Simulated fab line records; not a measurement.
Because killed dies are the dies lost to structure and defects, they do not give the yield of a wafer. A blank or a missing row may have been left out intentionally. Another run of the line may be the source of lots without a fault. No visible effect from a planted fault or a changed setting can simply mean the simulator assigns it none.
Which of the tools did it? :: flow n5_finfet :: 36 wafers sampled from 12 lots at 1 step of a route of 1938

WHAT THE GAUGES SHOWED, per wafer
N5_BEOL_M5_THK_MEAS_53: measures by xrf.
lot: L076
measured: day 10 01:10
on: film_metro-01
M5_THK (nm): 62.2 60.6 62.6

lot: L079
measured: day 10 19:48
on: film_metro-01
M5_THK (nm): 63.3 62.5 62.1

lot: L078
measured: day 11 02:02
on: film_metro-02
M5_THK (nm): 60.4 60.2 61.6

lot: L080
measured: day 11 08:08
on: film_metro-02
M5_THK (nm): 64.4 61.4 61.2

lot: L082
measured: day 12 06:24
on: film_metro-02
M5_THK (nm): 61.0 61.3 61.1

lot: L085
measured: day 12 19:10
on: film_metro-02
M5_THK (nm): 59.6 59.7 59.2

lot: L087
measured: day 13 03:31
on: film_metro-01
M5_THK (nm): 62.0 61.6 60.6

lot: L088
measured: day 13 20:32
on: film_metro-01
M5_THK (nm): 63.7 65.7 65.1

lot: L091
measured: day 13 23:53
on: film_metro-02
M5_THK (nm): 62.3 62.0 63.0

lot: L093
measured: day 14 09:08
on: film_metro-02
M5_THK (nm): 61.5 62.9 61.6

lot: L095
measured: day 15 16:34
on: film_metro-01
M5_THK (nm): 62.2 63.5 63.0

lot: L097
measured: day 16 02:44
on: film_metro-01
M5_THK (nm): 61.3 59.9 59.6

EACH LOT AND THE TOOL THAT RAN IT (in order: tool; ch and the chambers of the sampled wafers; start)
No process step before these readings appears in the record.

THE ANSWER, worked out from the rows above alone
Rule: what is usual is taken from the lots themselves. Put in order of their means at a reading, lots are off if they are a third of the lots or fewer, leave a main group of 4 or more, and stand apart from it by a gap of 3 or more times the standard deviation of the main group's means; of several such gaps the widest counts. Not used: any main group whose means are identical at the precision the tables above print for the reading. Also off: a lot with no number at a reading for which 4 or more lots have one. All remaining lots with rows at the step are treated as sound.
Nothing can be told from this: no lot is off at any reading shown.

WHAT HAD BEEN PUT IN BY THE SIMULATOR
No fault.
